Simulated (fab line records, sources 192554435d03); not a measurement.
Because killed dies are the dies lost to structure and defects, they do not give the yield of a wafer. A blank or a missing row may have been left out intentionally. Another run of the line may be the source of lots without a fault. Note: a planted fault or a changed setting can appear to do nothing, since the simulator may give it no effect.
Comparing a struck lot with a sound one | flow n5Finfet | 36 steps out of a route of 1938
Sound: the wafers L573.1, L573.2, L573.4. Wafers L579.1, L579.2, L579.3 were the ones struck. At the end, the cause is stated.
At each step with rows: each side's tool, then ch and its chambers, then its first start. Under that, the readings that differ: sound wafers | struck wafers | difference of the means | sigmas: that difference in standard deviations of wafers without a fault.
alike: same words and numbers on both sides, and readings whose means sit less than 2 such deviations apart. not compared: any withheld reading, any reading some wafer has no value for, any bound like >300 that may hide the same value, and any number with overlapping values for which the record gives no deviation.
A row with sigmas, a row that says differs or no value, or rows on one side alone: a step with any of these is where the two part. When numbers do not overlap yet have no deviation, they are printed without sigmas and do not part them. Lack of a reading on every wafer of one side parts them only where that side has two or more wafers.

first, 9 steps without rows for these wafers: N5_GATE_CUT_PEB_11 (peb time 60 s); N5_GATE_CUT_DEVELOP_12 (develop time 30 s); N5_GATE_CUT_DESCUM_18 (chemistry O2, time 7 s); N5_GATE_CUT_ETCH_28 (etches underlayer in N2/H2, target depth 13 nm, time 10.4 s); N5_GATE_CUT_ETCH_36 (etches SiARC in CF4, target depth 13 nm, time 21.7 s); N5_GATE_CUT_ETCH_37 (etches SOC in N2/H2, target depth 60 nm, overetch 12 nm, time 90 s); N5_GATE_CUT_STRIP_38 (strips in N2/H2); N5_GATE_CUT_STRIP_39 (strips in N2/H2); N5_GATE_CUT_HM_OPEN_40 (chemistry C4F6/O2, target SiO2, target depth 139 nm, time 85.1 s).
N5_GATE_CUT_STRIP_41: strips in CF4.
  sound on rieDiel-06 ch 2,3, day 6 07:24; struck on rieDiel-06 ch 0,1,3, day 7 20:19
  alike: chamberPressureMTorr, drypumpMotorCurrentA, oesProductAu, rfVppV, showerheadPlenumPTorr, throttleValvePct
  not compared: rfHoursCounterH
then, 25 steps without rows for these wafers: N5_GATE_CUT_STRIP_42 (strips in O2); N5_GATE_CUT_ETCH_19 (etches SiNx in CH3F/O2, target depth 53.7 nm, time 76.7 s); N5_GATE_CUT_CUT_ETCH_53 (etches W in SF6/Cl2, target depth 79.2 nm); N5_GATE_CUT_CUT_ETCH_54 (etches TiN in Cl2/BCl3, target depth 96.7 nm); N5_GATE_CUT_CUT_ETCH_55 (etches HfO2 in BCl3, target depth 3.2 nm); N5_GATE_CUT_ETCH_47 (etches SiO2 in Cl2/BCl3, target depth 10 nm); N5_GATE_CUT_VAPOR_ETCH_48 (etches TiN in BCl3/Cl2); N5_GATE_CUT_VAPOR_ETCH_49 (etches TiAlC in BCl3/Cl2); N5_GATE_CUT_VAPOR_ETCH_51 (etches HfO2 in BCl3/Cl2); N5_GATE_CUT_STRIP_21 (strips in N2/H2, time 30 s); N5_GATE_CUT_STRIP_29 (strips in post etch residue remover, time 60 s); N5_GATE_CUT_SRD_52 (time 30 s); N5_GATE_CUT_ALD_22 (deposits SiNx, target thk 16 nm, pulse time 1 s, ald cycles 320); N5_GATE_CUT_CMP_23 (polishes, stops on SiO2, t overpolish 23.4 s, target thk 16 nm); N5_GATE_CUT_CMP_43 (polishes SiO2); N5_GATE_CUT_CMP_61 (polishes, stops on SiNx, t overpolish 3 s); N5_MOL_CONTACT_COAG_COAT_103 (time 60 s, resist thk 80 nm); N5_MOL_CONTACT_COAG_COAT_104 (time 60 s, resist thk 12 nm); N5_MOL_CONTACT_COAG_COAT_58 (time 60 s, resist thk 10 nm); N5_MOL_CONTACT_COAG_COAT_02 (resist thk 30 nm); N5_MOL_CONTACT_COAG_EBR_04; N5_MOL_CONTACT_COAG_SOFTBAKE_03 (time 60 s); N5_MOL_CONTACT_COAG_EXPOSE_05 (exposes mask CA, defocus 0 nm); N5_MOL_CONTACT_COAG_PEB_06 (peb time 60 s); N5_MOL_CONTACT_COAG_DEVELOP_07 (develop time 30 s).
-- a jump in the record: the struck wafers' starts before and after are 9 days apart (it breaks off in module MOL_CONTACT_COAG and resumes in module PASSIVATION, where the first step shown is number 1936 of the route) --
N5_PASSIVATION_PROBE_49:
  struck on prober-01, day 17 05:01; sound on prober-01, day 15 20:47
reading                 | sound          | struck         | difference | sigmas
defectLimitedYield (%)  | 92.5 91.6 92.4 | 84.9 82.5 83.1 | -8.7       | -6
killedAtFrontEnd        | 38 36 42       | 116 158 136    | +98        | +8
killedDies              | 89 99 90       | 178 207 200    | +102       | +6
killedOnRim             | 16 11 17       | 30 15 34       | +12        | +3
sort_bin_5_function (%) | 3.9 4.7 4.2    | 9.5 10.8 10.8  | +6.1       | +6
sortNPass               | 1091 1081 1090 | 1002 973 980   | -102       | -6
  alike: killed_at_M0_to_M3, killed_at_M4_up, killedAtContacts, killedAtOther, killedOpen, killedShort, sort_bin_6_memory, sort_bin_8_speed

== WHERE THEY PART ==
Within this record, at N5_PASSIVATION_PROBE_49 only.

WHY: the cause the simulator had injected
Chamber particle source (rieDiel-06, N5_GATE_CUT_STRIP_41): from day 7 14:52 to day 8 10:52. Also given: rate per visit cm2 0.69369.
